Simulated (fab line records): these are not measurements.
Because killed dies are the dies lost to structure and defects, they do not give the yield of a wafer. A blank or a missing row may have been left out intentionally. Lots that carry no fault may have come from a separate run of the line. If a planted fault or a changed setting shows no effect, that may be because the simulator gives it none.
fab line records	flow n5Finfet
record lots=7	wafers=39
route steps=1938 shown BEOL_M8@1377 BEOL_M12@1637 PASSIVATION@1923
startH: the number of hours between the record's first day and the start of the first shown wafer of the lot	waitH: time in hours since the lot's previous step	" identical to the entry in the row above	L1.1+2: one row covering several wafers at once	- either no value or no given start	* or withheld: withheld	< > ~ a bound
route shown NAME@n: a module of which the file shows steps, and the number in the route of the first	usual: mean/standard deviation of fault-free wafers	same: alike in all rows	chamber/n: place in a boat	sites: each site's reading	_std_site: standard deviation of those values	_edge_site: inner sites' mean taken away from outer sites' mean	radiusMm: for every site, how far away it sits from the centre of the wafer	mask NAME#n: copy n	behind: the tool/chamber that last shaped the wafer	hold: why the lot went on hold/how many hours it stayed there/how the hold came to an end	device: which transistor (n, p or np) failed to switch	end of line: tests of these same wafers at the route's end	for a step that has no rows: nothing shown but its recipe	killed: the dies lost at the first sort to structure and to defects; this is not the yield of the wafer	map: dies across one wafer; x = killed, . = not, _ = none there
set.NAME: the setting that was run; set.NAME@STEP: the one run at that earlier step	model.NAME: the simulator's own value behind a step, which no gauge read
lots whose settings were changed on purpose; a table a step, a row a wafer
## steps
# step N5_BEOL_M8_TRENCH_ETCH_37
# recipe chemistry=C4F6/O2	targetDepthA=934.78	target=SiCOH_lowk	timeS=31.2	ionEnergyEv=250	pressureMtorr=30	sourceW=345	biasW=185	Ar_flow_sccm=300	C4F6_flow_sccm=10	O2_flow_sccm=10
lot.wafer	tool	chamber	startH	waitH	set.targetDepthA	model.BEOL_M8.featureDepthNm	model.etch.depthNm	model.TiN_of_BEOL_M8_HM_DEP_02.thkNm
L074.1	rieDiel-06	3	-	-	1450	145	145	16
L074.2	"	2	"	"	1450	145	145	15.8
L074.3	"	1	"	"	934.78	92.2	92.17	17.4
L074.4	"	0	"	"	1450	144.2	144.3	15.8
L074.5	"	1	"	"	934.78	93.6	93.64	17.4
L074.6	"	0	"	"	934.78	93	93	17.4
L075.1	rieDiel-06	3	-	-	934.78	93.2	93.19	17.2
L075.2	"	1	"	"	934.78	92.8	92.74	17.4
L075.3	"	2	"	"	604.4	60.8	60.85	18
L075.4	"	0	"	"	604.4	59.8	59.86	18.2
L075.5	"	0	"	"	934.78	92.2	92.1	17.4
L075.6	"	3	"	"	604.4	60.2	60.15	18
L085.1	rieDiel-05	2	-	-	934.78	95.6	95.65	17
L085.2	"	3	"	"	934.78	94.6	94.68	17.2
L085.3	"	1	"	"	934.78	94.2	94.14	17.4
L085.4	"	0	"	"	934.78	93.8	93.83	17.2
L085.5	"	2	"	"	934.78	95	94.95	17.2
L085.6	"	1	"	"	934.78	94.2	94.25	17.2
L084.1	rieDiel-06	1	-	-	934.78	93.6	93.62	17.8
L084.2	"	0	"	"	934.78	93.8	93.84	17.6
L084.3	"	3	"	"	934.78	95.2	95.28	17.8
L084.4	"	2	"	"	934.78	93.4	93.34	17.8
L084.5	"	2	"	"	934.78	94.2	94.14	17.6
L084.6	"	3	"	"	934.78	95.8	95.82	17.6
L090.1	rieDiel-06	0	-	-	934.78	93.2	93.14	17.6
L090.2	"	3	"	"	1132	117.2	117.2	16.6
L090.3	"	1	"	"	1132	113.2	113.2	17
L090.4	"	3	"	"	934.78	96.2	96.2	17.2
L090.5	"	1	"	"	1132	113.2	113.2	16.8
L090.6	"	0	"	"	934.78	93.8	93.71	17.4
L092.1	rieDiel-04	1	-	-	934.78	93.2	93.2	17.2
L092.2	"	2	"	"	934.78	94.2	94.28	17.2
L092.3	"	0	"	"	719.5	71.4	71.38	18
L092.4	"	3	"	"	719.5	73.4	73.48	17.6
L092.5	"	0	"	"	719.5	71.6	71.62	17.8
L092.6	"	3	"	"	934.78	95.2	95.22	17.2
L097.1	rieDiel-05	1	-	-	934.78	92	92.01	17.4
L097.5	"	2	"	"	934.78	92.6	92.61	17.6
L097.6	"	1	"	"	934.78	92.2	92.1	17.4
# step N5_BEOL_M8_ETCH_41
# recipe chemistry=CH3F/O2	target=SiCN	targetDepthA=319	taperDeg=2	timeS=57.8	ionEnergyEv=120	maskMaterial=TiN	pressureMtorr=30	sourceW=395	biasW=75	Ar_flow_sccm=150	CH3F_flow_sccm=30	O2_flow_sccm=20
# step N5_BEOL_M8_STRIP_80
# recipe chemistry=N2/H2	timeS=10	powerW=450	tempC=40	pressureMtorr=20	rfFrequencyHz=6e+07	biasPowerW=7	n2FlowSccm=200	h2FlowSccm=200
# step N5_BEOL_M8_OCD_MEAS_38
# usual trenchDepthNm=93.5/1
lot.wafer	tool	chamber	startH	waitH	set.targetDepthA@BEOL_M8_TRENCH_ETCH_37	trenchDepthNm
L074.1	ocd-02	-	203.84	-	1450	144.9
L074.2	"	-	"	"	1450	145.3
L074.3	"	-	"	"	934.78	92.0
L074.4	"	-	"	"	1450	144.3
L074.5	"	-	"	"	934.78	93.8
L074.6	"	-	"	"	934.78	93.3
L075.1	ocd-01	-	219.25	-	934.78	92.7
L075.2	"	-	"	"	934.78	92.8
L075.3	"	-	"	"	604.4	60.5
L075.4	"	-	"	"	604.4	60.0
L075.5	"	-	"	"	934.78	92.1
L075.6	"	-	"	"	604.4	60.0
L085.1	ocd-02	-	270.65	-	934.78	95.3
L085.2	"	-	"	"	934.78	94.6
L085.3	"	-	"	"	934.78	94.0
L085.4	"	-	"	"	934.78	93.7
L085.5	"	-	"	"	934.78	94.9
L085.6	"	-	"	"	934.78	94.4
L084.1	ocd-01	-	282.10	-	934.78	93.6
L084.2	"	-	"	"	934.78	93.4
L084.3	"	-	"	"	934.78	95.6
L084.4	"	-	"	"	934.78	93.4
L084.5	"	-	"	"	934.78	94.1
L084.6	"	-	"	"	934.78	96.1
L090.1	ocd-01	-	301.12	-	934.78	92.9
L090.2	"	-	"	"	1132	117.5
L090.3	"	-	"	"	1132	113.8
L090.4	"	-	"	"	934.78	96.0
L090.5	"	-	"	"	1132	113.5
L090.6	"	-	"	"	934.78	93.4
L092.1	ocd-01	-	320.32	-	934.78	93.6
L092.2	"	-	"	"	934.78	93.9
L092.3	"	-	"	"	719.5	71.1
L092.4	"	-	"	"	719.5	73.7
L092.5	"	-	"	"	719.5	71.5
L092.6	"	-	"	"	934.78	95.0
L097.1	ocd-02	-	349.07	-	934.78	92.4
L097.5	"	-	"	"	934.78	92.9
L097.6	"	-	"	"	934.78	92.3
# step N5_BEOL_M8_HM_STRIP_39
# recipe chemistry=peroxideTinStrip	material=TiN	targetDepthA=250	tempC=50	timeS=158
# step N5_BEOL_M8_SRD_40
# recipe timeS=30	tempC=23	rinseLiquid=diw	dry=ipaMarangoni
# step N5_BEOL_M8_ECD_50
# recipe material=Cu	targetThkA=3000
# step N5_BEOL_M8_ANNEAL_51
# recipe tempC=225	timeS=90	ambient=N2
# step N5_BEOL_M8_CMP_52
# recipe stopOn=SiCOH_lowk	tOverpolishS=6.9	downForcePsi=1	platenRpm=50	clearingPlatenDownForcePsi=1.5	clearingPlatenRpm=50	postCmpClean=cuAlkaline	targetThkNm=80	clearingPlatenPadVelocityMS=0.99484	padVelocityMS=0.99484
lot.wafer	tool	chamber	startH	waitH	set.targetDepthA@BEOL_M8_TRENCH_ETCH_37	model.Cu_of_BEOL_M8_ECD_50.thkNm
L074.4+2	cmp-02	3,0	206.46	0.5	1450	130.8
L074.1	"	1	"	"	1450	131
L074.3	"	2	"	"	934.78	79
L074.6+5	"	3,0	"	"	934.78	80.2
L075.4	cmp-01	3	222.00	0.1	604.4	46
L075.3	"	0	"	"	604.4	47
L075.1	"	1	"	"	934.78	79.8
L075.2+5	"	2,0	"	"	934.78	78.2
L075.6	"	3	"	"	604.4	45.6
L085.1	cmp-02	1	274.52	0.3	934.78	82
L085.2	"	2	"	"	934.78	81.2
L085.4+3+6	"	3,0,1	"	"	934.78	80.2
L085.5	"	2	"	"	934.78	81
L084.3	cmp-02	0	285.34	0.2	934.78	81.8
L084.4	"	1	"	"	934.78	79
L084.2	"	2	"	"	934.78	79.4
L084.1	"	3	"	"	934.78	80.4
L084.5	"	0	"	"	934.78	79.2
L084.6	"	1	"	"	934.78	81.2
L090.2	cmp-03	0	303.11	0.2	1132	104.2
L090.4	"	1	"	"	934.78	80.8
L090.1	"	2	"	"	934.78	79.6
L090.3	"	3	"	"	1132	99.4
L090.5	"	0	"	"	1132	99.6
L090.6	"	1	"	"	934.78	80
L092.1	cmp-01	0	322.73	0.3	934.78	79
L092.2	"	1	"	"	934.78	81.2
L092.3	"	2	"	"	719.5	58
L092.4	"	3	"	"	719.5	58.8
L092.6	"	0	"	"	934.78	82
L092.5	"	1	"	"	719.5	58.2
L097.1	cmp-03	2	352.56	0.3	934.78	78.4
L097.6	"	0	"	"	934.78	77.2
L097.5	"	1	"	"	934.78	77.8
# step N5_BEOL_M8_THK_MEAS_53
# recipe thkMeasGauge=xrf	reads=Cu_of_BEOL_M8_ECD_50
# usual M8_THK=80.3/1.4
lot.wafer	tool	chamber	startH	waitH	set.targetDepthA@BEOL_M8_TRENCH_ETCH_37	M8_THK[nm]
L074.1	filmMetro-01	-	206.76	-	1450	131.6
L074.2	"	-	"	"	1450	130.9
L074.3	"	-	"	"	934.78	79.0
L074.4	"	-	"	"	1450	131.2
L074.5	"	-	"	"	934.78	80.5
L074.6	"	-	"	"	934.78	80.4
L075.1	filmMetro-02	-	222.29	-	934.78	80.9
L075.2	"	-	"	"	934.78	79.3
L075.3	"	-	"	"	604.4	47.6
L075.4	"	-	"	"	604.4	46.4
L075.5	"	-	"	"	934.78	79.8
L075.6	"	-	"	"	604.4	46.0
L085.1	filmMetro-01	-	274.82	-	934.78	83.0
L085.2	"	-	"	"	934.78	82.6
L085.3	"	-	"	"	934.78	81.4
L085.4	"	-	"	"	934.78	81.0
L085.5	"	-	"	"	934.78	82.0
L085.6	"	-	"	"	934.78	81.0
L084.1	filmMetro-02	-	285.64	-	934.78	82.4
L084.2	"	-	"	"	934.78	81.1
L084.3	"	-	"	"	934.78	83.8
L084.4	"	-	"	"	934.78	81.0
L084.5	"	-	"	"	934.78	81.1
L084.6	"	-	"	"	934.78	83.3
L090.1	filmMetro-02	-	303.40	-	934.78	79.9
L090.2	"	-	"	"	1132	104.5
L090.3	"	-	"	"	1132	100.2
L090.4	"	-	"	"	934.78	81.3
L090.5	"	-	"	"	1132	100.1
L090.6	"	-	"	"	934.78	80.5
L092.1	filmMetro-02	-	323.02	-	934.78	80.1
L092.2	"	-	"	"	934.78	82.0
L092.3	"	-	"	"	719.5	58.7
L092.4	"	-	"	"	719.5	59.6
L092.5	"	-	"	"	719.5	58.9
L092.6	"	-	"	"	934.78	82.6
L097.1	filmMetro-02	-	352.77	-	934.78	79.1
L097.5	"	-	"	"	934.78	77.9
L097.6	"	-	"	"	934.78	77.9
# step N5_BEOL_M8_PRE_CLEAN_55
# recipe gas=NH3	timeS=15	tempC=withheld	rfPowerW=300
# step N5_BEOL_M8_DEP_56
# recipe material=SiCN	targetThkA=100	tempC=withheld	precursor=3MS/NH3	pressureTorr=3	rfW=202	timeS=17.5
# step N5_BEOL_M8_RS_MEAS_57
# recipe thkMeasGauge=four-point-probe	reads=Cu_of_BEOL_M8_ECD_50+Co_of_BEOL_M8_CVD_78+TaN_of_BEOL_M8_ALD_77
# usual M8_RS=0.288/0.0056
lot.wafer	tool	chamber	startH	waitH	set.targetDepthA@BEOL_M8_TRENCH_ETCH_37	M8_RS[ohm/sq]
L074.1	filmMetro-02	-	206.92	0.1	1450	0.163
L074.2	"	-	"	"	1450	0.164
L074.3	"	-	"	"	934.78	0.291
L074.4	"	-	"	"	1450	0.164
L074.5	"	-	"	"	934.78	0.286
L074.6	"	-	"	"	934.78	0.286
L075.1	filmMetro-02	-	222.42	0.1	934.78	0.287
L075.2	"	-	"	"	934.78	0.294
L075.3	"	-	"	"	604.4	0.549
L075.4	"	-	"	"	604.4	0.564
L075.5	"	-	"	"	934.78	0.294
L075.6	"	-	"	"	604.4	0.569
L085.1	filmMetro-02	-	274.98	0.1	934.78	0.278
L085.2	"	-	"	"	934.78	0.281
L085.3	"	-	"	"	934.78	0.285
L085.4	"	-	"	"	934.78	0.286
L085.5	"	-	"	"	934.78	0.282
L085.6	"	-	"	"	934.78	0.286
L084.1	filmMetro-01	-	285.77	0.1	934.78	0.284
L084.2	"	-	"	"	934.78	0.289
L084.3	"	-	"	"	934.78	0.278
L084.4	"	-	"	"	934.78	0.291
L084.5	"	-	"	"	934.78	0.290
L084.6	"	-	"	"	934.78	0.282
L090.1	filmMetro-02	-	303.53	0.1	934.78	0.287
L090.2	"	-	"	"	1132	0.211
L090.3	"	-	"	"	1132	0.223
L090.4	"	-	"	"	934.78	0.283
L090.5	"	-	"	"	1132	0.222
L090.6	"	-	"	"	934.78	0.286
L092.1	filmMetro-02	-	323.17	0.1	934.78	0.291
L092.2	"	-	"	"	934.78	0.281
L092.3	"	-	"	"	719.5	0.421
L092.4	"	-	"	"	719.5	0.415
L092.5	"	-	"	"	719.5	0.419
L092.6	"	-	"	"	934.78	0.279
L097.1	filmMetro-01	-	352.91	0.1	934.78	0.293
L097.5	"	-	"	"	934.78	0.296
L097.6	"	-	"	"	934.78	0.299
# step N5_BEOL_M12_ETCH_68
# recipe chemistry=N2/H2	target=SOC	maskMaterial=SiARC	sourceW=3000	biasW=350	tempC=40	timeS=285	ionEnergyEv=200	pressureMtorr=30	n2FlowSccm=200	h2FlowSccm=200
lot.wafer	tool	chamber	startH	waitH	set.timeS	model.SiARC_of_BEOL_M12_COAT_66.thkNm
L074.1	rieDiel-04	1	234.93	0.1	285	86.4
L074.2	"	0	"	"	285	86
L074.3	"	3	"	"	444.1	72
L074.4	"	2	"	"	444.1	72.4
L074.5	"	3	"	"	285	85.6
L074.6	"	0	"	"	444.1	72.8
L075.1	rieDiel-06	2	247.37	0.1	285	85.4
L075.2+5	"	1,0	"	"	285	85.6
L075.3+6	"	0,1	"	"	285	85.8
L075.4	"	2	"	"	285	85
L085.1	rieDiel-05	1	299.63	0.1	331.2	81.8
L085.2	"	0	"	"	331.2	82
L085.3+5+6	"	2,0,1	"	"	285	86
L085.4	"	3	"	"	331.2	81.6
L084.1	rieDiel-04	2	315.20	0.1	399.6	75.6
L084.2	"	1	"	"	285	85.2
L084.3+6	"	3	"	"	399.6	75.2
L084.4+5	"	1,2	"	"	285	85.4
L090.1	rieDiel-05	2	335.31	0.1	285	85.4
L090.2+6	"	0,1	"	"	420	74.6
L090.3	"	3	"	"	420	74.4
L090.4	"	1	"	"	285	86.4
L090.5	"	2	"	"	285	85.6
L092.1	rieDiel-04	0	351.82	0.1	340.5	80.4
L092.2	"	3	"	"	285	85.6
L092.3	"	2	"	"	285	85.4
L092.4+5	"	1,0	"	"	340.5	81
L092.6	"	3	"	"	285	85
L097.1+6	rieDiel-04	3,1	377.35	0.1	285	85
L097.5	"	2	"	"	285	84.8
# step N5_PASSIVATION_DEVELOP_43
# recipe developTimeS=60	rinseLiquid=diw	dry=airSpin	devTempC=21
lot.wafer	tool	chamber	startH	waitH	set.developTimeS
L074.1+3+5	lithoTrack-01	0	-	-	72.83
L074.2+4+6	"	0	"	"	60
L075.1+4+5	lithoTrack-04	0	-	-	27.41
L075.2+3+6	"	0	"	"	60
L085.1+3+5	lithoTrack-04	0	-	-	60
L085.2+4+6	"	0	"	"	78.11
L084.1+2+3+4+5+6	lithoTrack-04	0	-	-	60
L090.1+2+6	lithoTrack-01	0	-	-	72.47
L090.3+4+5	"	0	"	"	60
L092.1+5+6	lithoTrack-01	0	-	-	60
L092.2+3+4	"	0	"	"	85.3
L097.1+5+6	lithoTrack-01	0	-	-	60
# step N5_PASSIVATION_HARDBAKE_45
# recipe tempC=130	timeS=120
# step N5_PASSIVATION_CD_MEAS_44
# recipe targetCdNm=40000	landingEnergyEv=500	detector=seInlens
# usual cdNm=40000/3.4
lot.wafer	tool	chamber	startH	waitH	set.developTimeS@PASSIVATION_DEVELOP_43	cdNm
L074.1	cdSem-02	0	268.20	-	72.83	40009
L074.2	"	0	"	"	60	40002
L074.3	"	0	"	"	72.83	40014
L074.4	"	0	"	"	60	40006
L074.5	"	0	"	"	72.83	40010
L074.6	"	0	"	"	60	40003
L075.1	cdSem-01	0	281.61	-	27.41	39964
L075.2	"	0	"	"	60	39999
L075.3	"	0	"	"	60	40000
L075.4	"	0	"	"	27.41	39962
L075.5	"	0	"	"	27.41	39963
L075.6	"	0	"	"	60	40001
L085.1	cdSem-02	0	334.13	-	60	39998
L085.2	"	0	"	"	78.11	40010
L085.3	"	0	"	"	60	40000
L085.4	"	0	"	"	78.11	40009
L085.5	"	0	"	"	60	39999
L085.6	"	0	"	"	78.11	40007
L084.1	cdSem-02	0	352.64	-	60	39999
L084.2	"	0	"	"	60	39997
L084.3	"	0	"	"	60	39999
L084.4	"	0	"	"	60	40002
L084.5	"	0	"	"	60	39996
L084.6	"	0	"	"	60	39997
L090.1	cdSem-02	0	368.52	-	72.47	40015
L090.2	"	0	"	"	72.47	40015
L090.3	"	0	"	"	60	40002
L090.4	"	0	"	"	60	40007
L090.5	"	0	"	"	60	40006
L090.6	"	0	"	"	72.47	40012
L092.1	cdSem-03	0	388.03	-	60	40001
L092.2	"	0	"	"	85.3	40009
L092.3	"	0	"	"	85.3	40011
L092.4	"	0	"	"	85.3	40010
L092.5	"	0	"	"	60	40000
L092.6	"	0	"	"	60	39998
L097.1	cdSem-01	0	412.71	-	60	39998
L097.5	"	0	"	"	60	40002
L097.6	"	0	"	"	60	40000
## key
split step=N5_BEOL_M8_TRENCH_ETCH_37	setting=targetDepthA	stated=934.78	by=wafer
response step=N5_BEOL_M8_TRENCH_ETCH_37	reading=model.BEOL_M8.featureDepthNm	change=+0.938	per=1%	r=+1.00
response step=N5_BEOL_M8_TRENCH_ETCH_37	reading=model.etch.depthNm	change=+0.938	per=1%	r=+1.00
response step=N5_BEOL_M8_TRENCH_ETCH_37	reading=model.TiN_of_BEOL_M8_HM_DEP_02.thkNm	change=-0.026	per=1%	r=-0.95
response step=N5_BEOL_M8_OCD_MEAS_38	reading=trenchDepthNm	change=+0.94	per=1%	r=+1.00
response step=N5_BEOL_M8_CMP_52	reading=model.Cu_of_BEOL_M8_ECD_50.thkNm	change=+0.935	per=1%	r=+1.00
response step=N5_BEOL_M8_THK_MEAS_53	reading=M8_THK	change=+0.943	per=1%	r=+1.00
response step=N5_BEOL_M8_RS_MEAS_57	reading=M8_RS	shape=bent	atLowest=0.561	atStated=0.287	atHighest=0.163
split step=N5_BEOL_M12_ETCH_68	setting=timeS	stated=285	by=wafer
response step=N5_BEOL_M12_ETCH_68	reading=model.SiARC_of_BEOL_M12_COAT_66.thkNm	change=-0.243	per=1%	r=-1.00
split step=N5_PASSIVATION_DEVELOP_43	setting=developTimeS	stated=60	by=wafer
response step=N5_PASSIVATION_CD_MEAS_44	reading=cdNm	change=+0.471	per=1%	r=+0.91
